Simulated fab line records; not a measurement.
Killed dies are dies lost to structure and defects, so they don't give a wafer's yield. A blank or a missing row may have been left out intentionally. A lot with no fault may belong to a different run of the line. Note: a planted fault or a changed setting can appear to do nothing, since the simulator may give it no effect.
A struck lot beside a sound one + flow nandHarc + 29 out of 1302 route steps
Sound: the wafers L358.1, L358.2, L358.6. Struck: wafer L378.5. The cause is given at the end.
For every step that has rows: the tool of each side, followed by ch and its chambers, followed by its first start. Under that, the readings that differ: sound wafers + struck wafers + difference of the means + sigmas: that difference in standard deviations of wafers without a fault.
alike: readings with means less than 2 such deviations apart, plus words and numbers identical on both sides. not compared: withheld readings, readings lacking a value on some wafer, bounds such as >300 that could conceal the same value, and numbers that have no deviation in the record and whose values overlap.
The two part at a step that has a row with sigmas, a row that says differs or no value, or rows on one side only. Non-overlapping numbers with no deviation appear without sigmas and do not part them. A reading missing from all wafers of one side parts the sides only when that side holds two or more wafers.

first, 1 step without rows for these wafers: NHARC_P_ZERO_WELL_DEVELOP_51 (time 70 s).
NHARC_P_ZERO_WELL_CD_MEAS_52 targets a cd of 2000 nm.
  sound on cdSem-01 ch 0, day 2 02:01; struck on cdSem-02 ch 0, day 10 09:49
  alike: cdNm
then, 1 step without rows for these wafers: NHARC_P_ZERO_WELL_HARDBAKE_53 (time 80 s).
NHARC_P_ZERO_WELL_DESCUM_54: chemistry O2, time 3 s.
  sound on rieDiel-08 ch 0,1,3, day 2 02:10; struck on rieDiel-05 ch 0, day 10 10:01
  alike: drypumpMotorCurrentA, o2FlowSccm, oesProductAu, rfVppV, showerheadPlenumPTorr, throttleValvePct
  not compared: rfHoursCounterH
then, 5 steps without rows for these wafers: NHARC_P_ZERO_WELL_IMPLANT_55; NHARC_P_ZERO_WELL_IMPLANT_61; NHARC_P_ZERO_WELL_STRIP_56 (strips in SPM, time 840 s); NHARC_P_ZERO_WELL_PRECLEAN_68 (cleans in SC1, time 60 s); NHARC_P_ZERO_WELL_SRD_69.
NHARC_P_ZERO_WELL_RTA_42: time 300 s.
  sound on rtpAnneal-02 ch 0, day 2 03:09; struck on rtpAnneal-02 ch 0, day 10 11:25
  alike: lampPowerPct, wafer_temp_C_max
NHARC_P_ZERO_WELL_INSPECT_43:
  sound: defectInspect-01 at day 2 03:50; struck: defectInspect-02 at day 10 11:40
  alike: rawDefectCount
then, 1 step without rows for these wafers: NHARC_P_STI_ETCH_26 (etches SiO2 in dHF, target depth 11 nm).
NHARC_P_STI_PRECLEAN_27: cleans in SC1.
  sound on wetBench-04 ch 2,3,6, day 2 04:02; struck on wetBench-03 ch 5, day 10 11:47
then, 12 steps without rows for these wafers: NHARC_P_STI_SRD_28; NHARC_P_STI_OXIDE_29 (material SiO2, target thk 10 nm, ox time 1362 s); NHARC_P_STI_HM_DEP_30 (deposits Si3N4, target thk 80 nm, time 873 s); NHARC_P_STI_DEHYDRATE_01 (time 120 s); NHARC_P_STI_HMDS_02 (time 30 s); NHARC_P_STI_COAT_41 (time 65 s); NHARC_P_STI_COAT_03 (resist thk 600 nm); NHARC_P_STI_SOFTBAKE_04 (time 70 s); NHARC_P_STI_EBR_05; NHARC_P_STI_EXPOSE_06 (exposes mask P STI, target cd 200 nm); NHARC_P_STI_PEB_07 (peb time 80 s); NHARC_P_STI_DEVELOP_08 (time 50 s).
NHARC_P_STI_CD_MEAS_09 targets a cd of 200 nm.
  sound on cdSem-02 ch 0, day 2 20:25; struck on cdSem-01 ch 0, day 11 06:23
  alike: cdNm
NHARC_P_STI_OVL_MEAS_10:
  sound: overlay-02 at day 2 20:30; struck: overlay-01 at day 11 06:28
  alike: overlayXNm, overlayYNm
NHARC_P_STI_INSPECT_11:
  sound: defectInspect-02 at day 2 20:32; struck: defectInspect-01 at day 11 06:41
| reading        | sound | struck | difference | sigmas      |
|----------------|-------|--------|------------|-------------|
| rawDefectCount | 8 9 2 | 328    | +322       | +99 or more |
  not compared: hold
-- record jumps: 23 days between struck wafers' starts before vs after; left off in module P_STI, resumes in module END, first step shown is number 1302 of the route --
NHARC_END_SORT_01:
  here the record holds rows for the struck wafers (prober-02 ch 0, day 33 22:14) but none for the sound ones

## WHERE THEY PART
First at NHARC_P_STI_INSPECT_11; last, within this record, at NHARC_END_SORT_01.

WHY: what the simulator had put in
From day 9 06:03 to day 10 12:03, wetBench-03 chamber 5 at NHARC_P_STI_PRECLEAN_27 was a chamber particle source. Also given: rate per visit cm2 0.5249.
